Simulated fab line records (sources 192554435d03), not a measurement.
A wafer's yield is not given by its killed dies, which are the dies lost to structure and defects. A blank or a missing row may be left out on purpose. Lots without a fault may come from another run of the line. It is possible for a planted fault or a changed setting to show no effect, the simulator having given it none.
A struck lot beside a sound one | flow n5_finfet | 30 steps out of a route of 1938
Sound: the wafers L435.3, L435.4, L435.6. Struck: wafer L428.2 (left out: L428.1, L428.3 of the same lot, which were not struck); the cause appears at the end.
At each step with rows: each side's tool, then ch and its chambers, then its first start. Under that, the readings that differ: sound wafers | struck wafers | difference of the means | sigmas: that difference in standard deviations of wafers without a fault.
alike: readings with means less than 2 such deviations apart, plus words and numbers identical on both sides. not compared: withheld readings, readings lacking a value on some wafer, bounds such as >300 that could conceal the same value, and numbers that have no deviation in the record and whose values overlap.
Wherever a step has rows on one side only, a row that says differs or no value, or a row with sigmas, the two part there. When numbers do not overlap yet have no deviation, they are printed without sigmas and do not part them. Lack of a reading on every wafer of one side parts them only where that side has two or more wafers.

first, 1 step without rows for these wafers: N5_MIM_BOT_LITHO_HARDBAKE_09 (time 120 s).
N5_MIM_BOT_LITHO_CD_MEAS_08: the cd target is 3000 nm.
  sound on cd_sem-02 ch 0, day 18 10:47; struck on cd_sem-01 ch 0, day 17 04:08
  alike: cd_nm
N5_MIM_BOT_LITHO_OVL_MEAS_11:
  sound on overlay-01 ch 0, day 18 10:49; struck on overlay-01 ch 0, day 17 04:10
  alike: MIM_BOT_OVL
N5_MIM_BOT_LITHO_INSPECT_12: inspects for defects (macro).
  sound on defect_inspect-02, day 18 10:50; struck on defect_inspect-02, day 17 04:11
  alike: raw_defect_count
then, 2 steps without rows for these wafers: N5_MIM_BOT_LITHO_DESCUM_10 (chemistry O2, time 7.9 s); N5_MIM_BOT_ETCH_ETCH_04 (etches SiNx in CF4/O2, target depth 26 nm, time 13 s).
N5_MIM_BOT_ETCH_ETCH_03: etches the open film in Cl2/BCl3, target depth 12 nm.
  sound on rie_metal-01 ch 0,1, day 18 11:04; struck on rie_metal-03 ch 1, day 17 04:23
  reading                | sound | struck | difference                   | sigmas
  rf_hours_counter_h (h) | - - - | 16     | no value on the sound wafers |
  alike: drypump_motor_current_A, oes_product_au, throttle_valve_pct
then, 1 step without rows for these wafers: N5_MIM_BOT_ETCH_ETCH_00 (etches TiN in Cl2/BCl3, target depth 45.5 nm).
N5_MIM_BOT_ETCH_STRIP_01: strips in O2.
  sound on rie_diel-03 ch 0,2, day 18 11:16; struck on rie_diel-02 ch 3, day 17 04:37
  reading    | sound             | struck | difference | sigmas
  temp_c (C) | 59.84 60.10 59.71 | 60.15  | +0.27      | +2
  alike: drypump_motor_current_A, oes_product_au, rf_vpp_V, showerhead_plenum_p_Torr, throttle_valve_pct
  not compared: rf_hours_counter_h
then, 3 steps without rows for these wafers: N5_MIM_BOT_ETCH_STRIP_02 (strips in post etch residue remover, time 1200 s); N5_MIM_BOT_ETCH_CLEAN_05 (cleans in IPA, time 180 s); N5_MIM_BOT_ETCH_SRD_06 (time 30 s).
N5_PASSIVATION_PECVD_55: deposits SiO2 from SiH4/N2O, target thk 400 nm, time 22.5 s.
  sound on pecvd-04 ch 0,1,2, day 18 11:46; struck on pecvd-03 ch 0, day 17 05:07
  reading                                        | sound             | struck | difference | sigmas
  showerhead_plenum_p_Torr (Torr)                | 8.26 7.99 8.06    | 8.32   | +0.22      | +2
  model.SiO2_of_PASSIVATION_PECVD_55.thk_nm (nm) | 399.4 405.6 398.4 | 478.4  | +77.3      |
  alike: heater_power_outer_w, heater_power_w, throttle_valve_pct
then, 9 steps without rows for these wafers: N5_PASSIVATION_PECVD_01 (deposits SiNx from SiH4/NH3/N2, target thk 200 nm, time 43.2 s); N5_PASSIVATION_HMDS_03 (time 60 s); N5_PASSIVATION_COAT_04; N5_PASSIVATION_EBR_06; N5_PASSIVATION_SOFTBAKE_05 (time 90 s); N5_PASSIVATION_EXPOSE_07 (exposes mask TV, defocus 0 nm, target cd 3000 nm); N5_PASSIVATION_PEB_08; N5_PASSIVATION_DEVELOP_09 (develop time 60 s); N5_PASSIVATION_HARDBAKE_11 (time 120 s).
N5_PASSIVATION_CD_MEAS_10: the cd target is 3000 nm.
  sound on cd_sem-02 ch 0, day 18 13:42; struck on cd_sem-03 ch 0, day 17 07:39
  alike: cd_nm
N5_PASSIVATION_OVL_MEAS_60:
  sound on overlay-02 ch 0, day 18 13:43; struck on overlay-01 ch 0, day 17 07:41
  alike: TV_OVL
N5_PASSIVATION_INSPECT_61: inspects for defects (macro).
  sound on defect_inspect-02, day 18 13:45; struck on defect_inspect-02, day 17 07:43
  alike: raw_defect_count
N5_PASSIVATION_DESCUM_12: chemistry O2, time 7.9 s.
  sound on rie_diel-06 ch 0,2, day 18 13:47; struck on rie_diel-06 ch 3, day 17 07:46
  reading    | sound             | struck | difference | sigmas
  temp_c (C) | 40.14 39.82 40.15 | 40.34  | +0.30      | +3
  alike: drypump_motor_current_A, oes_product_au, rf_vpp_V, showerhead_plenum_p_Torr, throttle_valve_pct
  not compared: rf_hours_counter_h
N5_PASSIVATION_PASS_ETCH_74: etches SiNx in CF4/O2, target depth 220 nm, time 110 s.
  sound on rie_diel-06 ch 0,2, day 18 13:51; struck on rie_diel-06 ch 3, day 17 07:50
  alike: drypump_motor_current_A, oes_product_au, rf_vpp_V, showerhead_plenum_p_Torr, throttle_valve_pct
  not compared: rf_hours_counter_h
N5_PASSIVATION_VIA_ETCH_13: etches SiO2 in CHF3/O2, target depth 660 nm, time 330 s.
  sound on rie_diel-06 ch 2,3, day 18 13:56; struck on rie_diel-06 ch 3, day 17 07:56
  reading               | sound       | struck | difference | sigmas
  etch_rf_on_time_s (s) | 236 240 238 | 283    | +45        | +8
  alike: drypump_motor_current_A, oes_product_au, rf_vpp_V, showerhead_plenum_p_Torr, throttle_valve_pct
  not compared: rf_hours_counter_h, model.coat_of_PASSIVATION_COAT_04.thk_nm
N5_PASSIVATION_STRIP_14: strips in O2.
  sound on rie_diel-06 ch 1,2,3, day 18 14:08; struck on rie_diel-06 ch 3, day 17 08:08
  alike: drypump_motor_current_A, oes_product_au, rf_vpp_V, showerhead_plenum_p_Torr, temp_c, throttle_valve_pct
  not compared: rf_hours_counter_h
N5_PASSIVATION_PROBE_49:
  sound on prober-01, day 18 20:46; struck on prober-02, day 17 14:40
  alike: defect_limited_yield, killed_at_M0_to_M3, killed_at_M4_up, killed_at_contacts, killed_at_front_end, killed_at_other, killed_dies, killed_open, killed_short, sort_bin_5_function, sort_bin_6_memory, sort_bin_8_speed, sort_n_pass, sort_yield_pct

## WHERE THEY PART
At N5_MIM_BOT_ETCH_ETCH_03 first; at N5_PASSIVATION_VIA_ETCH_13 last (within this record only). Later steps at which nothing parts them and some readings are alike: N5_PASSIVATION_STRIP_14, N5_PASSIVATION_PROBE_49.

WHY: what the simulator had put in
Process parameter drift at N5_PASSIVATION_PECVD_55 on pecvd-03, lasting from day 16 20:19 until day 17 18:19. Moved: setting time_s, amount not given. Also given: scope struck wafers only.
